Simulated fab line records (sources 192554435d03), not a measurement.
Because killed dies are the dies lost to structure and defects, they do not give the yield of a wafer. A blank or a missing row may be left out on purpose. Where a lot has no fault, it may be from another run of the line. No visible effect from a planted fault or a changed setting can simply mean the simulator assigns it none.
Which of the tools did it?    flow n5-finfet    10 lots with 30 wafers sampled at 5 steps, on a route of 1938 steps

## WHAT THE GAUGES READ, wafer by wafer
N5_STI_FIN_REVEAL_THK_MEAS_05. Usual: thk-nm reads 132.1 nm (standard deviation 1.5).
lot   measured     on             thk-nm (nm)        flag
L188  day 2 09:18  film-metro-01  133.6 132.6 131.7  
L189  day 2 17:50  film-metro-02  130.9 132.2 130.2  
L191  day 3 03:33  film-metro-02  132.7 130.4 130.8  
L196  day 4 08:58  film-metro-02  131.3 131.2 129.9  
L197  day 4 16:12  film-metro-02  132.9 131.9 131.4  
L204  day 6 08:56  film-metro-01  133.6 135.0 134.2  
L206  day 6 22:22  film-metro-02  134.1 133.3 134.3  
L207  day 7 04:55  film-metro-01  132.8 131.5 131.1  
L208  day 7 10:43  film-metro-02  133.1 132.6 132.2  
L209  day 7 16:41  film-metro-01  131.9 129.9 132.9  

N5_DUMMY_GATE_OVL_MEAS_16. Usual: GATE_OVL gives -0.1 nm (standard deviation 0.69).
lot   measured     on          GATE_OVL (nm)   flag
L188  day 2 21:13  overlay-01  -0.1 -1.0 0.1   
L189  day 3 07:47  overlay-02  0.5 -0.2 0.7    
L191  day 3 15:52  overlay-01  -0.5 -0.6 -1.5  
L196  day 4 22:57  overlay-01  0.3 1.0 -0.5    
L197  day 5 05:24  overlay-02  0.8 0.3 -0.7    
L204  day 6 21:52  overlay-02  -1.6 -0.9 -1.3  
L206  day 7 10:38  overlay-02  0.2 0.0 -0.7    
L207  day 7 19:35  overlay-02  1.0 0.9 1.1     
L208  day 7 22:43  overlay-02  -0.8 -0.6 0.4   
L209  day 8 09:59  overlay-02  1.0 -0.6 0.7    

N5_BEOL_M4_RC_MEAS_101. Usual: DIBL_N 36.4 mV/V, standard deviation 2.7; DIBL_P 36 mV/V, standard deviation 3.2; IOFF_N 0.16 nA/um, standard deviation 0.046; IOFF_P 0.21 nA/um, standard deviation 0.055; ION_N 677 uA/um, standard deviation 15; ION_P 464 uA/um, standard deviation 11; SS_N 71.5 mV/dec, standard deviation 0.79; SS_P 73.3 mV/dec, standard deviation 0.93; VT_N 250 mV, standard deviation 4.1; VT_P -251 mV, standard deviation 4.4.
lot   measured      on         DIBL_N (mV/V)   DIBL_P (mV/V)  IOFF_N (nA/um)  IOFF_P (nA/um)  ION_N (uA/um)  ION_P (uA/um)  SS_N (mV/dec)   SS_P (mV/dec)   VT_N (mV)    VT_P (mV)       flag
L188  day 7 20:13   prober-01  34.9 36.4 39.0  35 37 41       0.14 0.18 0.23  0.22 0.26 0.35  670 683 690    466 472 470    72.1 72.4 72.5  73.6 73.2 75.1  251 247 247  -247 -245 -240  
L189  day 7 22:32   prober-02  37.0 43.5 39.5  35 44 38       0.16 0.32 0.22  0.21 0.42 0.29  680 733 692    467 500 479    71.0 72.7 71.5  73.8 76.2 73.5  249 242 244  -249 -240 -245  
L191  day 8 21:05   prober-01  38.3 37.2 35.4  40 38 36       0.22 0.19 0.16  0.36 0.28 0.26  695 691 682    487 478 481    72.9 72.2 72.0  73.0 73.6 73.0  242 245 248  -239 -242 -243  
L196  day 10 14:48  prober-02  38.0 36.2 37.5  36 36 36       0.17 0.13 0.17  0.23 0.22 0.21  672 671 683    461 461 460    72.2 71.8 72.0  73.8 72.7 73.7  249 255 249  -250 -250 -252  
L197  day 10 19:54  prober-01  37.4 38.3 39.2  37 37 40       0.14 0.16 0.18  0.21 0.23 0.28  667 686 690    468 472 473    71.6 71.9 71.7  73.1 73.2 74.1  254 251 247  -250 -249 -247  
L204  day 12 02:02  prober-01  36.6 40.7 37.0  38 43 40       0.16 0.25 0.16  0.19 0.26 0.21  692 694 668    463 461 454    71.7 72.5 70.8  73.7 74.8 73.7  248 247 254  -253 -250 -254  
L206  day 12 22:44  prober-02  34.7 37.8 34.3  35 41 36       0.13 0.18 0.12  0.14 0.22 0.16  667 671 658    445 450 445    71.0 72.3 71.2  72.4 73.9 72.7  255 251 254  -255 -253 -258  
L207  day 13 05:12  prober-02  36.9 37.6 37.0  38 37 36       0.17 0.17 0.17  0.24 0.24 0.22  689 675 676    475 466 454    71.3 72.1 71.6  74.3 74.6 74.0  247 249 248  -247 -248 -247  
L208  day 13 10:51  prober-01  36.5 32.8 35.4  35 31 34       0.14 0.10 0.13  0.19 0.14 0.17  663 659 670    462 453 461    70.9 70.5 71.1  72.6 72.4 72.0  250 256 252  -251 -256 -255  
L209  day 14 04:37  prober-02  36.8 37.1 37.0  37 38 38       0.19 0.20 0.17  0.23 0.23 0.23  697 694 673    475 466 466    71.2 71.2 71.6  72.9 73.8 74.1  246 246 247  -248 -253 -251  

## EACH LOT AND THE TOOL THAT RAN IT (in order: tool; ch and the chambers of the sampled wafers; start)
lot   N5_STI_FIN_REVEAL_ALD_14          N5_DUMMY_GATE_COAT_28
L188  ald-sin-03 ch 0,1,3, day 2 03:58  litho-track-05 ch 0, day 2 20:48
L189  ald-sin-01 ch 0,1,3, day 2 11:54  litho-track-02 ch 0, day 3 07:29
L191  ald-sin-02 ch 0,1,2, day 2 21:36  litho-track-03 ch 0, day 3 15:24
L196  ald-sin-03 ch 0,1,2, day 4 03:37  litho-track-03 ch 0, day 4 22:32
L197  ald-sin-03 ch 0,1, day 4 10:09    litho-track-03 ch 0, day 5 04:58
L204  ald-sin-03 ch 2,3, day 6 03:34    litho-track-02 ch 0, day 6 21:34
L206  ald-sin-01 ch 0,1, day 6 16:55    litho-track-05 ch 0, day 7 10:13
L207  ald-sin-01 ch 0,1,2, day 6 23:35  litho-track-05 ch 0, day 7 19:17
L208  ald-sin-02 ch 0,1,3, day 7 05:23  litho-track-02 ch 0, day 7 22:17
L209  ald-sin-03 ch 0,1,2, day 7 11:20  litho-track-03 ch 0, day 8 04:59
- N5_STI_FIN_REVEAL_ALD_14: deposits Si3N4, target thk 3 nm.
- N5_DUMMY_GATE_COAT_28: time 60 s, resist thk 10 nm.

## WHAT THE TOOLS THEMSELVES READ (means of the sampled wafers that have a number; where no wafer has one, the mark that the record gives instead)
N5_STI_FIN_REVEAL_ALD_14. Usual: heater-power-w reads 859 W (standard deviation 79).
lot   tool        heater-power-w (W)  flag
L188  ald-sin-03  830                 
L189  ald-sin-01  810                 
L191  ald-sin-02  855                 
L196  ald-sin-03  875                 
L197  ald-sin-03  895                 
L204  ald-sin-03  784                 
L206  ald-sin-01  849                 
L207  ald-sin-01  849                 
L208  ald-sin-02  964                 
L209  ald-sin-03  845                 

N5_DUMMY_GATE_COAT_28. Usual: heater-power-total-W 391.9 W, standard deviation 1.3; plate-temp-C 204.99 C, standard deviation 0.15.
lot   tool            heater-power-total-W (W)  plate-temp-C (C)  flag
L188  litho-track-05  392.6                     205.14            
L189  litho-track-02  391.9                     205.03            
L191  litho-track-03  391.3                     205.01            
L196  litho-track-03  374.7                     197.63            OFF
L197  litho-track-03  373.6                     197.77            OFF
L204  litho-track-02  392.3                     205.00            
L206  litho-track-05  391.0                     205.11            
L207  litho-track-05  392.7                     204.95            
L208  litho-track-02  391.3                     205.00            
L209  litho-track-03  391.2                     204.89            

## THE ANSWER, worked out from the rows above alone
Rule: lot off if the mean of its wafers having a number is beyond 3 standard deviations from the usual mean. Also off: a lot with no number at a reading for which 4 or more lots have one. The other lots that the step has rows for count as sound. After the gauges, taken in route order, come the tools' own readings; for these a lot's mean is taken, as printed above. At the first step where some lot is off, the reading lying furthest off is the one used; lots without a number count as furthest.
Off: L196, L197, at N5_DUMMY_GATE_COAT_28 (plate-temp-C).
If a tool, at that step or one of the process steps before it, ran each lot that is off and ran no sound lot following the first of them, it fits. Not one of the candidates tried fits.

## WHAT THE SIMULATOR HAD PUT IN
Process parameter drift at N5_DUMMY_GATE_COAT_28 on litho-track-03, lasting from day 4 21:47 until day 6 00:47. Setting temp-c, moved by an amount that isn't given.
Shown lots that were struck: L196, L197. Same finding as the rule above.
